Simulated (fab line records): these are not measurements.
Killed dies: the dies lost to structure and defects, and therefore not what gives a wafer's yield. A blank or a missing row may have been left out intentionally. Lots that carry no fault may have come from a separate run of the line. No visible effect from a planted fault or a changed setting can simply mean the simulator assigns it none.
Comparing a struck lot with a sound one / flow n5_finfet / 15 out of 1938 route steps
Sound: the wafers L807.1, L807.4, L807.6. Struck: wafer L815.1 (left out: L815.2, L815.3 of the same lot, which were not struck); the cause appears at the end.
Each step with rows lists, per side, the tool, then ch with its chambers, then its first start. Under that, the readings that differ: sound wafers / struck wafers / difference of the means / sigmas: that difference in standard deviations of wafers without a fault.
alike: readings with means less than 2 such deviations apart, plus words and numbers identical on both sides. not compared: withheld readings, readings lacking a value on some wafer, bounds such as >300 that could conceal the same value, and numbers that have no deviation in the record and whose values overlap.
A row with sigmas, a row that says differs or no value, or rows on one side alone: a step with any of these is where the two part. When numbers do not overlap yet have no deviation, they are printed without sigmas and do not part them. A reading that every wafer of one side lacks parts them only if that side has two wafers or more.

first, 5 steps without rows for these wafers: N5_BEOL_M10_EBR_24; N5_BEOL_M10_SOFTBAKE_23 (time 60 s); N5_BEOL_M10_EXPOSE_25 (exposes mask V9); N5_BEOL_M10_PEB_26 (peb time 60 s); N5_BEOL_M10_DEVELOP_27 (develop time 30 s).
N5_BEOL_M10_CD_MEAS_28 targets a cd of 70 nm.
  sound on cd_sem-03 ch 0, day 10 21:14; struck on cd_sem-01 ch 0, day 12 23:47
  alike: cd_nm
N5_BEOL_M10_OVL_MEAS_29:
  sound on overlay-02 ch 0, day 10 21:16; struck on overlay-02 ch 0, day 12 23:49
  alike: V9_OVL
N5_BEOL_M10_INSPECT_30: inspects for defects (brightfield).
  sound on defect_inspect-01, day 10 21:17; struck on defect_inspect-01, day 12 23:50
  alike: raw_defect_count
N5_BEOL_M10_DESCUM_33: chemistry O2, time 7.9 s.
  sound on rie_diel-01 ch 0,2, day 10 21:20; struck on rie_diel-05 ch 3, day 13 00:41
reading=drypump_motor_current_A (A); sound=4.9 5.4 4.9; struck=6.3; difference=+1.2; sigmas=+3
  alike: chamber_pressure_mTorr, oes_product_au, rf_fwd_power_W, rf_vpp_V, showerhead_plenum_p_Torr, throttle_valve_pct
  not compared: rf_hours_counter_h
N5_BEOL_M10_ETCH_65: etches SiARC in CF4, target depth 39 nm, time 65 s.
  sound on rie_diel-01 ch 0,2, day 10 21:22; struck on rie_diel-05 ch 3, day 13 00:43
reading=drypump_motor_current_A (A); sound=4.9 5.4 4.9; struck=6.2; difference=+1.1; sigmas=+3
  alike: chamber_pressure_mTorr, etch_rf_on_time_s, oes_product_au, rf_fwd_power_W, rf_vpp_V, showerhead_plenum_p_Torr, throttle_valve_pct
  not compared: rf_hours_counter_h
N5_BEOL_M10_ETCH_66: etches SOC in N2/H2, target depth 120 nm, overetch 24 nm, time 180 s.
  sound on rie_diel-01 ch 0,2, day 10 21:25; struck on rie_diel-05 ch 3, day 13 00:46
reading=drypump_motor_current_A (A); sound=4.9 5.4 4.9; struck=6.3; difference=+1.2; sigmas=+3
  alike: chamber_pressure_mTorr, oes_product_au, rf_fwd_power_W, rf_vpp_V, showerhead_plenum_p_Torr, throttle_valve_pct
  not compared: rf_hours_counter_h
then, 1 step without rows for these wafers: N5_BEOL_M10_STRIP_69 (strips in N2/H2).
N5_BEOL_M10_VIA_ETCH_34: etches SiCOH lowk in C4F6/O2, target depth 184.5 nm, time 69.2 s.
  sound on rie_diel-01 ch 0,2, day 10 21:32; struck on rie_diel-05 ch 3, day 13 00:53
reading=chamber_pressure_mTorr (mTorr); sound=30.034 29.990 29.964; struck=30.053; difference=+0.057; sigmas=+2
reading=drypump_motor_current_A (A); sound=4.9 5.4 4.9; struck=6.3; difference=+1.2; sigmas=+3
reading=model.etch.depth_nm (nm); sound=186.7 185.2 186.5; struck=161.2; difference=-24.9; sigmas=
reading=model.SOC_of_BEOL_M10_COAT_63.thk_nm (nm); sound=91.6 91.6 91.4; struck=93.4; difference=+1.9; sigmas=
  alike: oes_f_703_au, oes_product_au, rf_fwd_power_W, rf_vpp_V, showerhead_plenum_p_Torr, throttle_valve_pct
  not compared: rf_hours_counter_h
then, 2 steps without rows for these wafers: N5_BEOL_M10_STRIP_73 (strips in C4F6/O2); N5_PASSIVATION_PROBE_49.

## WHERE THEY PART
First at N5_BEOL_M10_DESCUM_33; last, within this record, at N5_BEOL_M10_VIA_ETCH_34.

WHY: the cause the simulator had injected
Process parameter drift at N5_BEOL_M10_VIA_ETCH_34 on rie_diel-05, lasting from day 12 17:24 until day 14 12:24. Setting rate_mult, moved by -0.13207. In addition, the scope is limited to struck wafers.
